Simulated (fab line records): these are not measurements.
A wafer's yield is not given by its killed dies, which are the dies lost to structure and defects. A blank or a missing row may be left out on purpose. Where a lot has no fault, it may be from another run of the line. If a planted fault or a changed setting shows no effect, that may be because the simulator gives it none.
fab line records	flow n5_finfet
record lots=4	wafers=11	last_day=16
route steps=1938 shown SD_EPI_N@275 SD_EPI_P@295 BEOL_M4@1111 PASSIVATION@1936
lots with no fault: from the same line, run without faults
start_h: start of the lot's first displayed wafer, in hours after the record's first day	wait_h: how many hours have passed since the lot's step before this one	" repeats the value in the row above	L1.1+2: several wafers, shown together as one row	- no value present, or no start provided	* or withheld: withheld	< > ~ a bound
route shown NAME@n: a module of which the file shows steps, and the number in the route of the first	usual: the fault-free wafers' mean and standard deviation	same: alike in all rows	chamber/n: place in a boat	sites: per-site readings	_std_site: standard deviation across them	_edge_site: inner sites' mean taken away from outer sites' mean	radius_mm: for every site, how far away it sits from the centre of the wafer	mask NAME#n: copy n	behind: the most recent tool/chamber to have shaped the wafer	hold: what put the lot on hold/how long, in hours/how the hold closed	device: the transistor (n, p or np) that didn't switch	end of line: tests run on the same wafers once the route is complete	a step given without rows: its recipe and nothing more	killed: count of dies lost to structure and defects at first sort (not the wafer's yield)	map: per-die view of a wafer (x killed, . not killed, _ where there is no die)
set.NAME: the setting the step ran with; set.NAME@STEP: the setting that earlier step ran with	model.NAME: the simulator's own value behind a step, which no gauge read
a table for each step, a row for each wafer; lots at some steps of the route
services: a tool's chamber out of use, with start hour (start_h, from the record's first day; less than 0 if before it), hours out, and reason
## steps
# step N5_SD_EPI_N_ETCH_35
# recipe chemistry=N2/H2	target=SOC	overetch_a=1080	mask_material=SiARC	temp_c=40	ion_energy_ev=100	source_w=3000	bias_w=133	pressure_mtorr=20	time_s=486	n2_flow_sccm=200	h2_flow_sccm=200
# step N5_SD_EPI_N_STRIP_36
# recipe chemistry=N2/H2	temp_c=40	n2_flow_sccm=200	h2_flow_sccm=200	rf_frequency_hz=6e+07
# step N5_SD_EPI_N_ETCHBACK_44
# recipe chemistry=CH3F/O2	mode=anisotropic_etchback	target=SiNx	target_depth_a=145	stop_on=SiO2	over_etch_frac=0.3	ion_energy_ev=120	pressure_mtorr=30	source_w=395	bias_w=73	Ar_flow_sccm=150	CH3F_flow_sccm=30	O2_flow_sccm=20
# step N5_SD_EPI_N_ETCH_45
# recipe chemistry=CH3F/O2	target=SiOCN	target_depth_a=60	mask_material=SOC	ion_energy_ev=60	bias_w=29	pressure_mtorr=15	source_w=410	Ar_flow_sccm=150	CH3F_flow_sccm=30	O2_flow_sccm=20
# step N5_SD_EPI_N_ETCH_16
# recipe chemistry=CHF3/O2	target=SiO2	target_depth_a=50	mask_material=SOC	pressure_mtorr=30	source_w=650	bias_w=170	Ar_flow_sccm=200	CHF3_flow_sccm=50	O2_flow_sccm=5	ion_energy_ev=200
# step N5_SD_EPI_N_STRIP_47
# recipe chemistry=CHF3/O2	resist=SiARC	rf_frequency_hz=6e+07
# step N5_SD_EPI_N_SD_RECESS_17
# recipe chemistry=HBr/Cl2/O2	target_depth_a=410	mask_material=SOC	time_s=23.7	bt_time_s=3	pressure_mtorr=10	icp_w=800	bias_w=112	HBr_flow_sccm=150	Cl2_flow_sccm=80	O2_flow_sccm=12
# step N5_SD_EPI_N_STRIP_38
# recipe chemistry=N2/H2	power_w=1000	temp_c=250	h2_frac=0.65	overash_fraction=0.3	pressure_mtorr=withheld	n2_flow_sccm=1750	h2_flow_sccm=3250
# step N5_SD_EPI_N_WET_ETCH_43
# recipe chemistry=dHF	dilution=withheld	time_s=14	target=SiO2	target_depth_a=15	temp_c=25
# step N5_SD_EPI_N_STRIP_18
# recipe chemistry=SPM	time_s=750	temp_c=130	h2so4_h2o2_vol_ratio=4
# step N5_SD_EPI_N_SRD_20
# recipe dry=ipa_marangoni	do_ppb=5	time_s=30	temp_c=23	rinse_liquid=diw
# step N5_SD_EPI_N_PRECLEAN_48
# recipe chemistry=NF3:NH3	afs_cycles=2	temp_c=30	time_s=20	sublimation_temp_c=180	sublimation_time_s=60	pressure_torr=3	rf_power_w=30
# step N5_SD_EPI_N_VAPOR_ETCH_50
# recipe chemistry=HCl	target=Si	temp_c=775	time_s=54	pressure_torr=20	mode=isotropic
# usual chamber_pressure_Torr=20.00/0.044	throttle_valve_pct=11.8/0.42
lot.wafer	tool	chamber	start_h	wait_h	chamber_pressure_Torr	throttle_valve_pct
L184.3	epi_rpcvd-02	0	73.91	0.2	20.04	12.4
L184.4	"	0	"	"	20.10	12.4
L184.5	"	0	"	"	20.05	12.4
L188.4	epi_rpcvd-04	0	101.53	0.4	19.94	11.3
L188.5	"	0	"	"	20.00	11.6
L188.6	"	0	"	"	19.98	11.5
L196.1	epi_rpcvd-02	0	145.42	0.3	19.96	12.3
L196.2	"	0	"	"	19.96	12.3
L196.5	"	0	"	"	20.01	12.2
L198.1	epi_rpcvd-02	0	159.11	0.3	20.00	12.3
L198.2	"	0	"	"	20.00	12.5
# step N5_SD_EPI_N_EPI_21
# recipe material=Si:P	dopant=P	temp_c=680	pressure_torr=255	time_s=690
# step N5_SD_EPI_N_PRECLEAN_24
# recipe chemistry=O3/DIW	time_s=60	temp_c=22	o3_ppm=10
# step N5_SD_EPI_N_SRD_25
# recipe time_s=30	temp_c=23	rinse_liquid=diw	dry=ipa_marangoni
# step N5_SD_EPI_N_PRECLEAN_49
# recipe chemistry=NF3:NH3	afs_cycles=1	temp_c=30	time_s=20	sublimation_temp_c=180	sublimation_time_s=60	pressure_torr=3	rf_power_w=30
# step N5_SD_EPI_N_LINER_46
# recipe material=SiNx	target_thk_a=30	temp_c=400	ald_precursor_family=SiH2I2	ald_co_reactant=N2/H2-plasma	pressure_torr=2
# step N5_SD_EPI_P_COAT_34
# recipe resist=SOC	temp_c=250	time_s=60	spin_rpm=1500	resist_thk_nm=350
# step N5_SD_EPI_P_COAT_35
# recipe resist=SiARC	temp_c=220	time_s=60	spin_rpm=1500	resist_thk_nm=35
# step N5_SD_EPI_P_COAT_03
# recipe resist=CAR-ArF-block	spin_rpm=1500	resist_thk_nm=150
# step N5_SD_EPI_P_EBR_05
# recipe solvent=PGMEA	ebr_width_mm=1.5
# step N5_SD_EPI_P_SOFTBAKE_04
# recipe temp_c=110	time_s=60	resist=CAR-ArF-block
# step N5_SD_EPI_P_EXPOSE_06
# recipe mask_id=SD_P_BLK	na=1.35	source_shape=conventional	sigma_outer=0.8	polarization=unpolarized	target_cd_nm=240	dose_mj=39.5
# step N5_SD_EPI_P_PEB_07
# recipe peb_temp_c=110	peb_time_s=60	resist=CAR-ArF-block
# step N5_SD_EPI_P_DEVELOP_08
# recipe develop_time_s=30	developer=TMAH	resist=CAR-ArF-block	dev_temp_c=23	rinse_liquid=diw	dry=air_spin
# step N5_SD_EPI_P_DESCUM_14
# recipe chemistry=O2	time_s=7.9	source_power_w=50	bias_power_w=20	pressure_mtorr=20	rf_frequency_hz=2.712e+07	temp_c=40	resist=CAR-ArF-block	o2_flow_sccm=225
# step N5_SD_EPI_P_ETCH_36
# recipe chemistry=CF4	target=SiARC	target_depth_a=455	mask_material=CAR-ArF-block	time_s=75.8	ion_energy_ev=80	pressure_mtorr=40	source_w=545	bias_w=36	Ar_flow_sccm=100	cf4_flow_sccm=100	ends=cleared
# step N5_SD_EPI_P_ETCH_37
# recipe chemistry=N2/H2	target=SOC	overetch_a=1080	mask_material=SiARC	temp_c=40	ion_energy_ev=100	source_w=3000	bias_w=133	pressure_mtorr=20	time_s=486	n2_flow_sccm=200	h2_flow_sccm=200	ends=end_point
# step N5_SD_EPI_P_STRIP_38
# recipe chemistry=N2/H2	temp_c=40	n2_flow_sccm=200	h2_flow_sccm=200	rf_frequency_hz=6e+07
# step N5_SD_EPI_P_ETCHBACK_46
# recipe chemistry=CH3F/O2	mode=anisotropic_etchback	target=SiNx	target_depth_a=175	stop_on=SiO2	over_etch_frac=0.3	ion_energy_ev=120	pressure_mtorr=30	source_w=395	bias_w=73	Ar_flow_sccm=150	CH3F_flow_sccm=30	O2_flow_sccm=20
# step N5_SD_EPI_P_ETCH_47
# recipe chemistry=CH3F/O2	target=SiOCN	target_depth_a=250	mask_material=SOC	ion_energy_ev=60	bias_w=29	pressure_mtorr=30	source_w=410	Ar_flow_sccm=150	CH3F_flow_sccm=30	O2_flow_sccm=20
# step N5_SD_EPI_P_ETCH_16
# recipe chemistry=CHF3/O2	target=SiO2	target_depth_a=50	mask_material=SOC	pressure_mtorr=30	source_w=650	bias_w=170	Ar_flow_sccm=200	CHF3_flow_sccm=50	O2_flow_sccm=5	ion_energy_ev=200
# step N5_SD_EPI_P_STRIP_50
# recipe chemistry=CHF3/O2	resist=SiARC	rf_frequency_hz=6e+07
# step N5_SD_EPI_P_SD_RECESS_17
# recipe chemistry=HBr/Cl2/O2	target_depth_a=391	bt_time_s=3	pressure_mtorr=10	icp_w=800	bias_w=112	HBr_flow_sccm=150	Cl2_flow_sccm=80	O2_flow_sccm=12
# step N5_SD_EPI_P_WET_ETCH_45
# recipe chemistry=dHF	dilution=withheld	time_s=10.7	target=SiO2	target_depth_a=20	temp_c=25	dry=ipa_marangoni	rinse_time_s=30	rinse_temp_c=23
# step N5_SD_EPI_P_STRIP_40
# recipe chemistry=N2/H2	power_w=1000	temp_c=250	h2_frac=0.65	overash_fraction=0.3	pressure_mtorr=withheld	n2_flow_sccm=1750	h2_flow_sccm=3250
# step N5_BEOL_M4_RC_MEAS_101
# usual DIBL_N=37.1/2.4	DIBL_P=37/3	IOFF_N=0.18/0.053	IOFF_N_85C=3.4/0.83	IOFF_N_LIN=0.078/0.017	IOFF_P=0.21/0.05	ION_N=674/14	ION_P=459/9.2	REXT_N=74.9/1.5	SS_N=72.1/0.9	SS_P=73.4/0.89	VT_N=250/3.8	VT_P=-251/3.7
lot.wafer	tool	chamber	start_h	wait_h	DIBL_N[mV/V]	DIBL_P[mV/V]	IOFF_N[nA/um]	IOFF_N_85C[nA/um]	IOFF_N_LIN[nA/um]	IOFF_P[nA/um]	ION_N[uA/um]	ION_P[uA/um]	REXT_N[ohm.um]	SS_N[mV/dec]	SS_P[mV/dec]	VT_N[mV]	VT_P[mV]
L184.3	prober-01	0	200.94	0.5	36.2	35	0.14	2.8	0.063	0.17	668	446	75.2	71.3	72.7	254	-254
L184.4	"	0	"	"	40.4	41	0.23	4.3	0.093	0.26	672	457	76.1	72.6	74.7	250	-250
L184.5	"	0	"	"	35.9	35	0.14	2.9	0.067	0.18	669	461	75.6	71.8	72.9	252	-254
L188.4	prober-01	0	232.50	0.5	36.2	34	0.15	2.9	0.068	0.18	667	454	76.4	70.7	72.9	251	-254
L188.5	"	0	"	"	37.8	37	0.18	3.4	0.077	0.21	664	454	76.3	71.8	73.5	250	-253
L188.6	"	0	"	"	35.5	33	0.13	2.7	0.062	0.17	658	449	77.2	71.1	72.3	253	-253
L196.1	prober-02	0	273.79	0.0	43.8	38	0.29	5.1	0.107	0.23	705	459	69.3	73.9	73.7	246	-248
L196.2	"	0	"	"	45.4	40	0.38	6.4	0.135	0.26	736	474	68.5	73.7	74.2	239	-248
L196.5	"	0	"	"	36.8	36	0.15	2.9	0.068	0.19	681	465	75.5	72.0	72.7	251	-253
L198.1	prober-01	0	280.56	0.0	45.8	42	0.48	8.0	0.154	0.33	724	474	68.1	74.3	74.0	236	-243
L198.2	"	0	"	"	47.6	45	0.50	8.3	0.170	0.38	731	473	68.1	74.7	75.2	238	-241
# step N5_PASSIVATION_PROBE_49
# usual defect_limited_yield=91.6/1.4	killed_at_M0_to_M3=32/9.5	killed_at_M4_up=13/6	killed_at_contacts=12/5.6	killed_at_front_end=39/11	killed_at_other=2.8/2.3	killed_dies=99/16	killed_open=65/12	killed_short=32/7.6	sort_bin_4_leakage=0.1/0.88	sort_bin_5_function=4.8/0.88	sort_bin_6_memory=3.2/0.65	sort_n_pass=1077/29	sort_yield_pct=91.2/2.5
# same gross_dies=1180	killed_at_back_side=0	sort_bin_8_speed[%]=0
lot.wafer	tool	chamber	start_h	wait_h	defect_limited_yield[%]	killed_at_M0_to_M3	killed_at_M4_up	killed_at_contacts	killed_at_front_end	killed_at_other	killed_dies	killed_open	killed_short	sort_bin_4_leakage[%]	sort_bin_5_function[%]	sort_bin_6_memory[%]	sort_n_pass	sort_yield_pct[%]
L184.3	prober-02	-	311.81	0.1	93.3	33	11	8	26	1	79	50	29	0	3.9	2.6	1101	93.3
L184.4	prober-02	-	311.86	0.2	92.4	37	7	12	33	1	90	69	21	0	4.1	3.3	1090	92.4
L184.5	prober-02	-	311.91	0.2	92.3	27	9	14	39	2	91	57	32	0	4.4	3.0	1089	92.3
L188.4	prober-02	-	333.73	0.2	93.2	17	12	15	34	2	80	48	32	0	4.2	2.4	1100	93.2
L188.5	prober-02	-	333.78	0.2	93.1	23	4	19	34	2	82	55	26	0	4.4	2.3	1098	93.1
L188.6	prober-02	-	333.83	0.3	93.1	31	14	13	18	6	82	56	25	0	4.4	2.4	1098	93.1
L196.1	prober-01	-	375.72	0.7	92.6	19	14	10	41	3	87	57	30	0.2	3.5	3.8	1091	92.5
L196.2	prober-01	-	375.77	0.8	91.1	31	26	17	27	4	105	71	34	8.1	5.8	3.0	980	83.1
L196.5	prober-01	-	375.92	0.9	91.8	21	17	16	42	1	97	68	19	0	4.3	2.9	1083	91.8
L198.1	prober-02	-	395.51	0.0	90.8	42	19	14	33	1	109	66	31	35.1	5.1	3.1	657	55.7
L198.2	prober-02	-	395.56	0.1	92.1	47	9	8	27	2	93	55	36	49.6	4.6	3.0	502	42.5
# killed by level:class
L184.3 BEOL_M3:geometric_particle:open=9 BEOL_M0:geometric_particle:open=8 FIN_SAQP:geometric_particle:short=6 STI_FIN_REVEAL:geometric_particle:open=5 MOL_CONTACT_COAG:geometric_particle:open=5 BEOL_M1:geometric_particle:open=4 BEOL_M2:geometric_particle:short=4 FIN_SAQP:geometric_particle:open=3
L184.4 FIN_SAQP:geometric_particle:open=17 MOL_CONTACT_COAG:geometric_particle:open=9 BEOL_M0_SAQP:geometric_particle:open=9 BEOL_M2:geometric_particle:open=8 BEOL_M0_SAQP:geometric_particle:short=4 BEOL_M0:geometric_particle:open=4 BEOL_M1:geometric_particle:open=4 BEOL_M2:geometric_particle:short=4
L184.5 MOL_CONTACT_COAG:geometric_particle:open=10 FIN_SAQP:geometric_particle:open=7 FIN_SAQP:geometric_particle:short=7 BEOL_M0:geometric_particle:open=7 STI_FIN_REVEAL:geometric_particle:open=6 DUMMY_GATE:geometric_particle:open=4 GATE_CUT:geometric_particle:short=4 MOL_CONTACT_COAG:geometric_particle:short=4
L188.4 MOL_CONTACT_COAG:geometric_particle:open=13 FIN_SAQP:geometric_particle:short=9 FIN_SAQP:geometric_particle:open=7 BEOL_M4:geometric_particle:open=6 BEOL_M2:geometric_particle:short=5 BEOL_M0_SAQP:geometric_particle:open=4 BEOL_M3:geometric_particle:open=4 BEOL_M4:geometric_particle:short=4
L188.5 MOL_CONTACT_COAG:geometric_particle:open=13 BEOL_M3:geometric_particle:open=11 DUMMY_GATE:geometric_particle:open=6 MOL_CONTACT_COAG:geometric_particle:short=6 FIN_SAQP:geometric_particle:open=5 ILD0:geometric_particle:open=4 GATE_CUT:geometric_particle:short=4 FIN_SAQP:geometric_particle:short=3
L188.6 MOL_CONTACT_COAG:geometric_particle:open=10 BEOL_M3:geometric_particle:open=10 BEOL_M0_SAQP:geometric_particle:short=8 BEOL_M0_SAQP:geometric_particle:open=7 FIN_SAQP:geometric_particle:open=4 ILD0:geometric_particle:open=4 MOL_CONTACT_COAG:geometric_particle:short=3 BEOL_M2:geometric_particle:open=3
L196.1 STI_FIN_REVEAL:geometric_particle:open=10 BEOL_M4:geometric_particle:open=9 FIN_SAQP:geometric_particle:open=8 MOL_CONTACT_COAG:geometric_particle:open=6 BEOL_M0_SAQP:geometric_particle:open=6 FIN_SAQP:geometric_particle:short=5 DUMMY_GATE:geometric_particle:open=5 DUMMY_GATE:geometric_particle:short=4
L196.2 BEOL_M4:geometric_particle:open=15 MOL_CONTACT_COAG:geometric_particle:open=14 BEOL_M0_SAQP:geometric_particle:open=11 BEOL_M0_SAQP:geometric_particle:short=10 FIN_SAQP:geometric_particle:open=8 FIN_SAQP:geometric_particle:short=8 DUMMY_GATE:geometric_particle:open=4 BEOL_M1:geometric_particle:open=4
L196.5 MOL_CONTACT_COAG:geometric_particle:open=15 STI_FIN_REVEAL:geometric_particle:open=11 HKMG_FIN:area_etch=10 BEOL_M4:geometric_particle:open=8 BEOL_M0_SAQP:geometric_particle:open=5 DUMMY_GATE:geometric_particle:short=4 GATE_CUT:geometric_particle:open=4 BEOL_M2:geometric_particle:open=4
L198.1 MOL_CONTACT_COAG:geometric_particle:open=11 BEOL_M0_SAQP:geometric_particle:open=9 HKMG_FIN:area_etch=9 BEOL_M0_SAQP:geometric_particle:short=8 BEOL_M2:geometric_particle:open=8 BEOL_M1:geometric_particle:open=6 BEOL_M4:geometric_particle:open=6 DUMMY_GATE:geometric_particle:open=5
L198.2 BEOL_M0_SAQP:geometric_particle:open=11 BEOL_M0_SAQP:geometric_particle:short=8 DUMMY_GATE:geometric_particle:open=7 BEOL_M0:geometric_particle:open=7 BEOL_M1:geometric_particle:short=7 BEOL_M2:geometric_particle:open=7 DUMMY_GATE:geometric_particle:short=4 GATE_CUT:geometric_particle:short=4
# map L196.2 (x killed, . not)
_________________...........x________________
______________.....x.....xx....._____________
___________.......x................__________
__________.......x....x.........x..._________
________.x.........................x.._______
_______.x.............................x______
______.x....x............x.........x...._____
_____..x..x..............x.......x.......____
____..........x.....................x...x.___
___..x.....x..x............................__
___..........................x.........xx..__
__................x...........x........x...._
__........x....xx......x.....x.............x_
_..........x.............x....x....x.........
_.........x........x........x.........x....x.
_.........xx..............x................x.
_................x.....x.....................
_............x......x..x..........x..........
_.................x..................x.......
_..........x................x...x............
_..x.....x.......x.........x.......x.........
__.......x.x....x.x....x...x...x............_
__.....x....x...........................x..._
___x....x.........x..........x......x.....x__
___..............x..x......x........x......__
____x................................xx...___
_____...............x.............x......____
______....x..........................x.._____
_______..x.....xx......x.x.............______
________...............x......x......._______
__________...................x......_________
___________.................x..x...__________
______________.................._____________
_________________.x..........________________
# map L198.1 (x killed, . not)
_________________.......x....________________
______________..............x..._____________
___________...x...x................__________
__________.x.............x....x....._________
________...xx......................x.._______
_______.x......xx......................______
______...........x.xx......x...x....xx.._____
_____..x.................x..x.xx......x..____
____.............x................x.......___
___.....x...........x.............x....x...__
___..........x.x.......x...................__
__........x.................x...x.x.....x..x_
__....x.....x.x........x...x......x...x.x..x_
_..........x.................................
_............x.x..x..xx...x..................
_....xx..x....x.............x..xx.x..........
_........x...................x.....x...x.....
_.......................x.................x..
_x...........x.....x...........x.....x.......
_................x.......xx.x............x.x.
_.......x...........................x........
__.................x....x................x.x_
__......x..x................................_
___..........................x.x...........__
___......x..x............x.................__
____....x.................................___
_____.............x.xx...x....x..........____
______..............x..................._____
_______.........x...............x......______
________..........................x..._______
__________...x....x................._________
___________........x...............__________
______________...x.............._____________
_________________............________________
## services
tool	chamber	start_h	hours	kind
epi_rpcvd-02	-	155.57	0.5	repair
## key
first_sign step=N5_BEOL_M4_RC_MEAS_101	reading=IOFF_N	direction=up	sigmas=4.4	usual=0.18	struck=0.41
effect step=N5_BEOL_M4_RC_MEAS_101	reading=IOFF_N_85C	direction=up	sigmas=4.3	usual=3.4	struck=6.9	wafers_moved=3
effect step=N5_BEOL_M4_RC_MEAS_101	reading=REXT_N	direction=down	sigmas=4.2	usual=74.9	struck=68.5
effect step=N5_BEOL_M4_RC_MEAS_101	reading=IOFF_N_LIN	direction=up	sigmas=3.8	usual=0.078	struck=0.142	wafers_moved=3
effect step=N5_BEOL_M4_RC_MEAS_101	reading=DIBL_N	direction=up	sigmas=3.6	usual=37.1	struck=45.6
effect step=N5_BEOL_M4_RC_MEAS_101	reading=ION_N	direction=up	sigmas=3.6	usual=674	struck=724
effect step=N5_BEOL_M4_RC_MEAS_101	reading=SS_N	direction=up	sigmas=2.3	usual=72.1	struck=74.2
effect step=N5_PASSIVATION_PROBE_49	reading=sort_bin_4_leakage	direction=up	sigmas=26	usual=0.1	struck=23.2	wafers_moved=3
met_at N5_SD_EPI_N_VAPOR_ETCH_50
struck_wafers L196.1,L196.2,L198.1,L198.2
baseline_loss step=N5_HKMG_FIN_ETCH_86	wafers=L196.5
onset_between 73.91 145.42
fault kind=process_parameter_drift	tool=epi_rpcvd-02	chamber=-	onset_h=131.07	steps=N5_SD_EPI_N_VAPOR_ETCH_50	channel=time_s	offset=*	shape=step	end_h=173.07	scope=struck_wafers_only	acts_in=*	stated=*
# baseline_loss: these wafers lose ten dies or more at that step, a loss of the line's own and not of a fault; the sort's usual values leave them out
